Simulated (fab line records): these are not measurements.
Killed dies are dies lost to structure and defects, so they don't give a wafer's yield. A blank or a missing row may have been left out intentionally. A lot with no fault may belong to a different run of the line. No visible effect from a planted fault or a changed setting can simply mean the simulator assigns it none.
Which tool was responsible? / flow nand_harc / 11 lots, 33 wafers sampled, at 1 step of a route of 1302

## WHAT THE GAUGES READ, wafer by wafer
NHARC_A_CONTACT_INSPECT_10.
lot=L144; measured=day 22 05:48; on=defect_inspect-01; raw_defect_count=61 55 66
lot=L145; measured=day 22 23:42; on=defect_inspect-01; raw_defect_count=60 53 65
lot=L147; measured=day 23 10:23; on=defect_inspect-01; raw_defect_count=127 120 109
lot=L149; measured=day 23 23:55; on=defect_inspect-01; raw_defect_count=97 110 107
lot=L148; measured=day 24 00:52; on=defect_inspect-01; raw_defect_count=65 67 65
lot=L158; measured=day 27 20:20; on=defect_inspect-02; raw_defect_count=81 70 99
lot=L160; measured=day 29 15:59; on=defect_inspect-01; raw_defect_count=141 157 148
lot=L162; measured=day 29 22:12; on=defect_inspect-01; raw_defect_count=23 27 19
lot=L161; measured=day 30 03:11; on=defect_inspect-02; raw_defect_count=140 147 134
lot=L163; measured=day 30 06:48; on=defect_inspect-01; raw_defect_count=70 74 94
lot=L166; measured=day 31 17:21; on=defect_inspect-02; raw_defect_count=17 18 25

## TOOL THAT RAN EACH LOT (tool first, then ch and the chambers of the sampled wafers, then the start)
No process step before these readings appears in the record.

## THE ANSWER, worked out from the rows above alone
Rule: the lots themselves supply what counts as usual. The widest of any qualifying gaps counts: lots, ordered by their means at a reading, are off when they make up no more than a third of the lots, leave a main group of 4 or more, and stand apart from it by 3 or more times the standard deviation of that group's means. A main group is skipped when, at the precision printed for the reading in the tables above, its means are all equal. A lot without any number at a reading at which 4 lots or more have one is off too. Where the step has rows for the other lots, those lots are counted as sound.
Across all readings shown, no lot is off: no conclusion can be drawn from this.

## WHAT THE SIMULATOR HAD PUT IN
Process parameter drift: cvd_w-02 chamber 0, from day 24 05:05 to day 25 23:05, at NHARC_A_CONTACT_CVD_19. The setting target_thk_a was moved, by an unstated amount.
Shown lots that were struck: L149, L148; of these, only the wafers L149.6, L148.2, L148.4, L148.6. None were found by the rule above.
